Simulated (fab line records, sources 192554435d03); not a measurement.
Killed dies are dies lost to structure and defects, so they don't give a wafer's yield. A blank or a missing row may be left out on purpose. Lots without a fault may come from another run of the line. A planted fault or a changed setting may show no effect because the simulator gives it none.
Chamber matching | flow n5_finfet | N5_BEOL_M7_ETCH_61 on rie_diel-05: 4 sister chambers
The step etches SiARC in CF4, target depth 45.5 nm, time 75.8 s. 14 wafers are shown with their chamber, then 7 later ones without.

WAFERS WITH THEIR CHAMBER
wafer  | chamber | showerhead_plenum_p_Torr (Torr) | drypump_motor_current_A (A) | etch_rf_on_time_s (s)
L761.1 | 0       | 2.11                            | 6.5                         | 75.8
L761.2 | 1       | 2.19                            | 5.0                         | 76.8
L761.6 | 1       | 2.19                            | 5.0                         | 77.4
L762.2 | 3       | 2.05                            | 5.5                         | 75.5
L762.5 | 2       | 2.03                            | 6.3                         | 76.9
L762.6 | 1       | 2.19                            | 5.0                         | 78.2
L763.1 | 1       | 2.19                            | 5.0                         | 78.4
L763.3 | 2       | 2.03                            | 6.3                         | 76.5
L763.5 | 1       | 2.19                            | 5.0                         | 77.5
L764.1 | 1       | 2.19                            | 5.0                         | 77.7
L764.3 | 3       | 2.05                            | 5.5                         | 74.6
L764.6 | 2       | 2.03                            | 6.4                         | 76.1
L774.2 | 3       | 2.04                            | 5.5                         | 75.5
L774.4 | 0       | 2.10                            | 6.4                         | 74.9

SIGNATURES (means of the wafers above)
reading                  | chamber 0 | chamber 1 | chamber 2 | chamber 3 | scatter within a chamber
showerhead_plenum_p_Torr | 2.1050    | 2.1900    | 2.0300    | 2.0467    | 0.00342
drypump_motor_current_A  | 6.450     | 5.000     | 6.333     | 5.500     | 0.0342
etch_rf_on_time_s        | 75.350    | 77.667    | 76.500    | 75.200    | 0.542
Rule: a wafer's distance from a chamber is the root of the sum, over the readings, of the square of ((its reading less the chamber's mean) divided by the reading's scatter). The wafer belongs to the nearest chamber; if the next one is less than 2 further off, it can't be placed. The scatter: the root of (the sum of the squares of (reading less its chamber's mean) over the shown wafers, divided by (wafers less chambers)).

WAFERS WITHOUT THEIR CHAMBER
wafer  | showerhead_plenum_p_Torr (Torr) | drypump_motor_current_A (A) | etch_rf_on_time_s (s)
L774.6 | 2.28                            | 6.3                         | 75.2
L776.2 | 2.04                            | 5.5                         | 75.6
L776.4 | 2.04                            | 5.5                         | 75.7
L776.6 | 2.10                            | 6.4                         | 75.2
L775.1 | 2.10                            | 6.4                         | 74.7
L775.4 | 2.10                            | 6.4                         | 75.1
L775.6 | 2.04                            | 5.5                         | 76.1

WHICH CHAMBER EACH WENT THROUGH
wafer  | from the rows above | in truth
L774.6 | 1                   | 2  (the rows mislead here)
L776.2 | 3                   | 3
L776.4 | 3                   | 3
L776.6 | 0                   | 0
L775.1 | 0                   | 0
L775.4 | 0                   | 0
L775.6 | 3                   | 3
Placed correctly: 6 of 7. Can't be placed from these rows: 0. Placed wrongly: 1.
